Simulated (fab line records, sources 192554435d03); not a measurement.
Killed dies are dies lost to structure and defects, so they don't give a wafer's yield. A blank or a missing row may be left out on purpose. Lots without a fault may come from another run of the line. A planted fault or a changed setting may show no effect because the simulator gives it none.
A struck lot beside a sound one | flow n5_finfet | 37 steps out of a route of 1938
Sound: wafers L757.1, L757.2, L757.4. Struck: wafers L746.2, L746.4, L746.6. The cause comes at the end.
At each step with rows: each side's tool, then ch and its chambers, then its first start. Under that, the readings that differ: sound wafers | struck wafers | difference of the means | sigmas: that difference in standard deviations of wafers without a fault.
alike: readings whose means differ by less than 2 such deviations, and words and numbers that are the same on both sides. not compared: withheld readings, readings that some wafer has no value for, bounds like >300 that may hide the same value, and numbers for which the record gives no deviation and whose values overlap.
The two part at a step that has a row with sigmas, a row that says differs or no value, or rows on one side only. Numbers that don't overlap but have no deviation are shown without sigmas and don't part them. A reading that every wafer of one side lacks parts them only if that side has two wafers or more.

first, 9 steps without rows for these wafers: N5_BEOL_M4_ANNEAL_95 (time 240 s); N5_BEOL_M4_SPUTTER_96 (material Cu, target thk 4.5 nm, time 8.29 s); N5_BEOL_M4_ECD_50 (material Cu, target thk 300 nm); N5_BEOL_M4_ANNEAL_51 (time 90 s); N5_BEOL_M4_CMP_52 (polishes, stops on SiOC, t overpolish 6.8 s, target thk 40 nm); N5_BEOL_M4_PRE_CLEAN_60 (time 15 s); N5_BEOL_M4_CO_CAP_55 (material Co, precursor CCTBA/H2, target thk 2 nm, time 102.1 s); N5_BEOL_M4_PRE_CLEAN_56 (time 15 s); N5_BEOL_M4_DEP_57 (deposits SiCN from 3MS/NH3, target thk 8 nm, time 14 s).
N5_BEOL_M4_RC_MEAS_101:
  sound on prober-02 ch 0, day 13 20:50; struck on prober-02 ch 0, day 10 22:55
  alike: DIBL_N, DIBL_P, IOFF_N, IOFF_P, ION_N, ION_P, SS_N, SS_P, VT_N, VT_P
then, 24 steps without rows for these wafers: N5_BEOL_M5_ILD_DEP_00 (deposits SiCOH lowk from DEMS/porogen, target thk 140.64 nm, time 25.9 s); N5_BEOL_M5_CURE_79 (cures SiCOH lowk, time 240 s); N5_BEOL_M5_PECVD_70 (deposits SiO2 from TEOS/O2, target thk 16 nm, time 18 s); N5_BEOL_M5_HM_DEP_02 (deposits TiN, target thk 20 nm); N5_BEOL_M5_COAT_59 (time 60 s, resist thk 60 nm); N5_BEOL_M5_COAT_60 (time 60 s, resist thk 12 nm); N5_BEOL_M5_COAT_71 (time 60 s, resist thk 5 nm); N5_BEOL_M5_COAT_05 (resist thk 30 nm); N5_BEOL_M5_EBR_07; N5_BEOL_M5_SOFTBAKE_06 (time 60 s); N5_BEOL_M5_EXPOSE_08 (exposes mask M5, target cd 28 nm); N5_BEOL_M5_PEB_09 (peb time 60 s); N5_BEOL_M5_DEVELOP_10 (develop time 30 s); N5_BEOL_M5_DESCUM_16 (chemistry O2, time 7 s); N5_BEOL_M5_ETCH_72 (etches underlayer in N2/H2, target depth 6.5 nm, time 5.2 s); N5_BEOL_M5_ETCH_61 (etches SiARC in CF4, target depth 15.6 nm, time 26 s); N5_BEOL_M5_ETCH_62 (etches SOC in N2/H2, target depth 75 nm, overetch 15 nm, time 112.5 s); N5_BEOL_M5_STRIP_63 (strips in N2/H2); N5_BEOL_M5_STRIP_73 (strips in N2/H2); N5_BEOL_M5_STRIP_64 (strips in CF4); N5_BEOL_M5_HM_OPEN_17 (chemistry Cl2/BCl3, target TiN, target depth 20 nm, overetch 6 nm); N5_BEOL_M5_STRIP_19 (strips in O2); N5_BEOL_M5_COAT_65 (time 60 s, resist thk 60 nm); N5_BEOL_M5_COAT_66 (time 60 s, resist thk 12 nm).
N5_BEOL_M5_ECD_50: material Cu, target thk 300 nm.
  sound on ecd_cu-01 ch 0,1, day 14 07:31; struck on ecd_cu-02 ch 1, day 11 10:35
N5_BEOL_M5_CMP_52: polishes, stops on SiCOH lowk, t overpolish 6.9 s, target thk 62 nm.
  sound on cmp-04 ch 0,2,3, day 14 07:56; struck on cmp-03 ch 1,2, day 11 11:01
  reading                | sound          | struck      | difference | sigmas
  time_to_endpoint_s (s) | 58.7 62.2 60.7 | 2.6 0.0 3.0 | -58.7      | -20
  alike: head_pressure_psi, motor_current_A, slurry_flow_ml_min
-- the record jumps here: 3 days lie between the struck wafers' starts before and after (it left off in module BEOL_M5 and takes up again in module PASSIVATION, whose first step shown is number 1936 of the route) --
N5_PASSIVATION_PROBE_49:
  the record has rows for the struck wafers here (prober-01, day 14 21:52) and none for the sound ones

WHERE THEY PART
First at N5_BEOL_M5_CMP_52; last, within this record, at N5_PASSIVATION_PROBE_49.

WHY: what the simulator had put in
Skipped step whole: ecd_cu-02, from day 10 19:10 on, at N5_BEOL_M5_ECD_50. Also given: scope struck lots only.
